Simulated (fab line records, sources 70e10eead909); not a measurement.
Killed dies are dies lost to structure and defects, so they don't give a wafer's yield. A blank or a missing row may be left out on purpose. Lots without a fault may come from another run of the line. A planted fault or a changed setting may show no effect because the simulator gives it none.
A struck lot beside a sound one | flow nand_harc | 40 steps out of a route of 1302
Sound: wafers L244.2, L244.3, L244.5. Struck: wafer L254.5. (L254.6 of the same lot was not struck and is left out.) The cause comes at the end.
At each step with rows: each side's tool, then ch and its chambers, then its first start. Under that, the readings that differ: sound wafers | struck wafers | difference of the means | sigmas: that difference in standard deviations of wafers without a fault.
alike: readings whose means differ by less than 2 such deviations, and words and numbers that are the same on both sides. not compared: withheld readings, readings that some wafer has no value for, bounds like >300 that may hide the same value, and numbers for which the record gives no deviation and whose values overlap.
The two part at a step that has a row with sigmas, a row that says differs or no value, or rows on one side only. Numbers that don't overlap but have no deviation are shown without sigmas and don't part them. A reading that every wafer of one side lacks parts them only if that side has two wafers or more.

first, 8 steps without rows for these wafers: NHARC_P_M1_HMDS_02 (time 30 s); NHARC_P_M1_COAT_34 (time 65 s); NHARC_P_M1_COAT_03 (resist thk 90 nm); NHARC_P_M1_SOFTBAKE_04 (time 55 s); NHARC_P_M1_EBR_05; NHARC_P_M1_EXPOSE_06 (exposes mask P M1, target cd 130 nm); NHARC_P_M1_PEB_07 (peb time 65 s); NHARC_P_M1_DEVELOP_08 (develop time 35 s).
NHARC_P_M1_CD_MEAS_09: target cd 130 nm.
  sound on cd_sem-02 ch 0, day 6 21:37; struck on cd_sem-02 ch 0, day 10 19:16
  alike: cd_nm
NHARC_P_M1_OVL_MEAS_10: pitch 260 nm.
  sound on overlay-01, day 6 21:43; struck on overlay-01, day 10 19:20
  reading           | sound          | struck | difference | sigmas
  overlay_y_nm (nm) | -0.9 -0.4 -0.4 | 1.0    | +1.6       | +2
  alike: overlay_x_nm
then, 1 step without rows for these wafers: NHARC_P_M1_DESCUM_14 (chemistry O2, time 3 s).
NHARC_P_M1_ETCH_35: etches the open film in N2/H2, target depth 40 nm, overetch 12 nm, time 43.94 s.
  sound on rie_diel-11 ch 0,2, day 6 22:04; struck on rie_diel-07 ch 1, day 10 19:32
  reading             | sound             | struck | difference | sigmas
  h2_flow_sccm (sccm) | 150.3 148.9 150.0 | 150.8  | +1.1       | +2
  alike: chamber_pressure_mTorr, drypump_motor_current_A, oes_product_au, rf_vpp_V, showerhead_plenum_p_Torr, throttle_valve_pct
  not compared: rf_hours_counter_h
NHARC_P_M1_ETCH_15: etches the open film in C4F8/Ar, target depth 182.5 nm, time 91.2 s.
  sound on rie_diel-11 ch 2,3; struck on rie_diel-07 ch 2
  alike: chamber_pressure_mTorr, oes_product_au, rf_vpp_V
  not compared: rf_hours_counter_h
NHARC_P_M1_CD_MEAS_16:
  sound on cd_sem-02, day 6 22:19; struck on cd_sem-03, day 10 19:44
  alike: cd_nm
then, 1 step without rows for these wafers: NHARC_P_M1_STRIP_18 (strips in N2/H2).
NHARC_P_M1_ETCH_28: etches the open film in CF4/N2, target depth 30 nm, time 72.99 s.
  sound on rie_diel-11 ch 0,2,3; struck on rie_diel-07 ch 2
  alike: chamber_pressure_mTorr, drypump_motor_current_A, oes_product_au, rf_vpp_V, showerhead_plenum_p_Torr, throttle_valve_pct
  not compared: rf_hours_counter_h
then, 1 step without rows for these wafers: NHARC_P_M1_STRIP_19 (strips in post etch residue remover, time 600 s).
NHARC_P_M1_DEGAS_29: time 60 s.
  sound on pvd_sputter-01, day 6 23:06; struck on pvd_sputter-03, day 10 20:29
  alike: heater_power_w
then, 2 steps without rows for these wafers: NHARC_P_M1_PRE_CLEAN_30 (time 30 s); NHARC_P_M1_PVD_20 (deposits TaN, target thk 5 nm, time 8.06 s).
NHARC_P_M1_PVD_21: deposits Cu, target thk 30 nm, time 20.49 s.
  sound on pvd_sputter-01; struck on pvd_sputter-03
  alike: throttle_valve_pct
then, 2 steps without rows for these wafers: NHARC_P_M1_ECD_22 (material Cu, target thk 400 nm); NHARC_P_M1_ANNEAL_31 (time 90 s).
NHARC_P_M1_CMP_23: polishes, t overpolish 20 s, target thk 157.82 nm.
  sound on cmp-04 ch 1,2, day 7 00:11; struck on cmp-04 ch 1, day 10 21:53
  reading                | sound          | struck | difference | sigmas
  time_to_endpoint_s (s) | 30.5 32.8 30.1 | 26.1   | -5.0       | -2
  alike: edge_zone_pressure_frac, motor_current_A
NHARC_P_M1_THK_MEAS_24: measures by xrf.
  sound on film_metro-02, day 7 00:30; struck on film_metro-02, day 10 22:05
  alike: thk_nm
then, 13 steps without rows for these wafers: NHARC_P_M1_SRD_25; NHARC_P_M1_PRE_CLEAN_32 (time 12 s); NHARC_P_M1_DEP_33 (deposits SiCN, target thk 30 nm); NHARC_P_M2_DEP_00 (deposits SiOC, target thk 182.5 nm); NHARC_P_M2_DEHYDRATE_01 (time 120 s); NHARC_P_M2_HMDS_02 (time 30 s); NHARC_P_M2_COAT_34 (time 65 s); NHARC_P_M2_COAT_03 (resist thk 90 nm); NHARC_P_M2_SOFTBAKE_04 (time 55 s); NHARC_P_M2_EBR_05; NHARC_P_M2_EXPOSE_06 (exposes mask P M2, target cd 170 nm); NHARC_P_M2_PEB_07 (peb time 65 s); NHARC_P_M2_DEVELOP_08 (develop time 35 s).
NHARC_P_M2_CD_MEAS_09: target cd 170 nm.
  sound on cd_sem-03 ch 0, day 7 02:04; struck on cd_sem-01 ch 0, day 10 23:37
  alike: cd_nm
-- the record jumps here: 18 days lie between the struck wafers' starts before and after (it left off in module P_M2 and takes up again in module END, whose first step shown is number 1302 of the route) --
NHARC_END_SORT_01:
  sound on prober-02 ch 0, day 25 13:20; struck on prober-01 ch 0, day 29 02:11
  reading                  | sound    | struck | difference | sigmas
  defect_limited_yield (%) | 94 93 93 | 77     | -16        | -5
  killed_at_other          | 1 0 1    | 3      | +2         | +2
  killed_at_periphery      | 3 6 3    | 106    | +102       | +36
  killed_dies              | 40 45 47 | 154    | +110       | +6
  alike: killed_at_array, killed_open, killed_short

WHERE THEY PART
First at NHARC_P_M1_OVL_MEAS_10; last, within this record, at NHARC_END_SORT_01.

WHY: what the simulator had put in
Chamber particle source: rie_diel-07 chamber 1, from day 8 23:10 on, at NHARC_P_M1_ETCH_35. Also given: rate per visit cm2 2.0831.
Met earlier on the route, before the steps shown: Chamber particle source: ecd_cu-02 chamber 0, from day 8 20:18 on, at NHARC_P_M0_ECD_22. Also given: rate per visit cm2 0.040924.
